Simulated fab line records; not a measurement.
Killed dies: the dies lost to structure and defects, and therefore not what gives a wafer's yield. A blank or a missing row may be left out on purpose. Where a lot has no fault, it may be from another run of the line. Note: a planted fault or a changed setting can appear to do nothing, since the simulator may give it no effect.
A struck lot beside a sound one    flow n5 finfet    14 steps out of a route of 1938
Sound: wafers L981.1, L981.2, L981.3. Struck: wafers L987.5, L987.6. (L987.1 of the same lot was not struck and is left out.) The cause comes at the end.
Per side, at each step with rows, come the tool, then ch with its chambers, and then its first start. Under that, the readings that differ: sound wafers    struck wafers    difference of the means    sigmas: that difference in standard deviations of wafers without a fault.
alike: a reading whose means differ by less than 2 such deviations, as well as words and numbers matching on both sides. not compared: withheld readings; readings where some wafer has no value; bounds like >300 that might hide an equal value; numbers whose values overlap and for which the record gives no deviation.
The two part at a step that has a row with sigmas, a row that says differs or no value, or rows on one side only. Numbers that don't overlap but have no deviation are shown without sigmas and don't part them. Lack of a reading on every wafer of one side parts them only where that side has two or more wafers.

first, 1 step without rows for these wafers: N5_BEOL_M0_SPUTTER_132 (material Cu, target thk 4 nm, time 7.37 s).
N5_BEOL_M0_ANNEAL_133: time 60 s.
  sound: pvd sputter-02 at day 7 18:52; struck: pvd sputter-03 at day 8 21:38
  alike: heater power w
N5_BEOL_M0_SPUTTER_134: material Cu, target thk 4 nm, time 7.37 s.
  sound: pvd sputter-02 at day 7 18:55; struck: pvd sputter-03 at day 8 21:41
  alike: chuck sensor temp C, throttle valve pct
then, 1 step without rows for these wafers: N5_BEOL_M0_ANNEAL_135 (time 60 s).
N5_BEOL_M0_SPUTTER_141: material Cu, target thk 4 nm, time 7.37 s.
  sound: pvd sputter-02 at day 7 19:02; struck: pvd sputter-03 at day 8 21:48
  alike: chuck sensor temp C, throttle valve pct
then, 1 step without rows for these wafers: N5_BEOL_M0_ECD_118 (material Cu, target thk 300 nm).
N5_BEOL_M0_ANNEAL_119: time 90 s.
  sound on rtp anneal-02 ch 0, day 7 19:13; struck on rtp anneal-02 ch 0, day 8 21:59
  alike: wafer_temp_C_max
then, 2 steps without rows for these wafers: N5_BEOL_M0_CMP_120 (polishes, stops on SiOC, t overpolish 6.9 s); N5_BEOL_M0_PRE_CLEAN_131 (time 15 s).
N5_BEOL_M0_CO_CAP_123: material Co, precursor CCTBA/H2, target thk 2 nm, time 102.1 s.
  sound on cvd co-01 ch 0,1,2, day 7 19:53; struck on cvd co-01 ch 0,2, day 8 23:20
  alike: heater power w
then, 1 step without rows for these wafers: N5_BEOL_M0_PRE_CLEAN_124 (time 15 s).
N5_BEOL_M0_DEP_125: deposits SiCN from 3MS/NH3, target thk 8 nm, time 14 s.
  sound on pecvd-02 ch 0,1,2, day 7 20:01; struck on pecvd-04 ch 1,2, day 8 23:28
reading                                    sound    struck    difference  sigmas
model.SiCN_of_BEOL_M0_DEP_125.thk nm (nm)  7.8 8 8  10.2 9.6  +2.0        
  alike: showerhead plenum p Torr, throttle valve pct
N5_BEOL_M0_RS_MEAS_126: uses a four-point probe to measure.
  sound: film metro-02 at day 7 20:04; struck: film metro-01 at day 8 23:31
  alike: M0_RS
-- record jumps: 5 days separate the struck wafers' starts on either side; left off in module BEOL_M0, taken up again in module BEOL_M4, whose first shown step is the route's number 1111 --
N5_BEOL_M4_RC_MEAS_101:
  sound on prober-02 ch 0, day 13 00:52; struck on prober-02 ch 0, day 14 05:25
  alike: DIBL_N, DIBL_P, IOFF_N, IOFF_P, ION_N, ION_P, SS_N, SS_P, VT_N, VT_P

WHERE THEY PART
Nowhere in this record.

WHY: the cause the simulator had injected
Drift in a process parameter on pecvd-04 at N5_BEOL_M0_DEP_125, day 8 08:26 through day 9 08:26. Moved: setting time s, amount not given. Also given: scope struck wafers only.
